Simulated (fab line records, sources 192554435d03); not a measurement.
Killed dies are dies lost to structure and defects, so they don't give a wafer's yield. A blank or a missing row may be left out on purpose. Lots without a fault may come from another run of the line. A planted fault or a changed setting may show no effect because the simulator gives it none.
One fault seen from 2 desks | flow n5_finfet | each desk has only its own numbers; what lay behind them comes last

THE TOOL OWNER'S DESK: ald_metal-02
The tool's own readings at N5_BEOL_M4_ALD_84 (deposits TaN, pulse time 2 s, purge time 3 s, co reactant purge time 2 s): means of the sampled wafers that have a number, for each lot that ran on this tool. A lot is out of limits, marked OUT, if its mean lies more than 4 standard deviations from the usual mean; the brackets give that distance.
Columns: A = heater_power_w at N5_BEOL_M4_ALD_84, usual 410 W
lot  | first seen here | A
L492 | day 9 14:31     | 440
L491 | day 9 18:14     | 413
L493 | day 10 10:30    | 406
This desk's finding: nothing out of limits on any of the 3 lots.

THE METROLOGY DESK
What the gauges read, lot by lot, whatever tool the lot ran on: means of the sampled wafers that have a number. A lot is out of limits, marked OUT, if its mean lies more than 4 standard deviations from the usual mean; the brackets give that distance. Of its 12 readings 7 are shown: those that lie furthest out on some lot.
Columns: A = cd_nm at N5_BEOL_M4_CD_MEAS_35, usual 18.1 nm; B = DIBL_P at N5_BEOL_M4_RC_MEAS_101, usual 36.2 mV/V; C = IOFF_P at N5_BEOL_M4_RC_MEAS_101, usual 0.21 nA/um; D = ION_N at N5_BEOL_M4_RC_MEAS_101, usual 679 uA/um; E = ION_P at N5_BEOL_M4_RC_MEAS_101, usual 465 uA/um; F = VT_N at N5_BEOL_M4_RC_MEAS_101, usual 249 mV; G = VT_P at N5_BEOL_M4_RC_MEAS_101, usual -251 mV
lot  | first seen here | A    | B    | C    | D   | E   | F   | G
L486 | day 8 22:01     | 17.7 | 32.8 | 0.18 | 668 | 463 | 251 | -251
L492 | day 9 13:53     | 18.1 | 37.9 | 0.16 | 681 | 454 | 252 | -260
L491 | day 9 17:40     | 18.1 | 35.1 | 0.20 | 669 | 457 | 249 | -251
L493 | day 10 09:44    | 18.2 | 36.4 | 0.20 | 666 | 462 | 253 | -252
L496 | day 11 07:26    | 18.3 | 36.0 | 0.23 | 673 | 470 | 251 | -248
L507 | day 13 23:40    | 17.9 | 36.5 | 0.20 | 682 | 461 | 249 | -253
This desk's finding: nothing out of limits on any of the 6 lots.

PUT TOGETHER
The tool owner's desk saw nothing out of limits.
The metrology desk saw nothing out of limits.

WHAT THE SIMULATOR HAD PUT IN
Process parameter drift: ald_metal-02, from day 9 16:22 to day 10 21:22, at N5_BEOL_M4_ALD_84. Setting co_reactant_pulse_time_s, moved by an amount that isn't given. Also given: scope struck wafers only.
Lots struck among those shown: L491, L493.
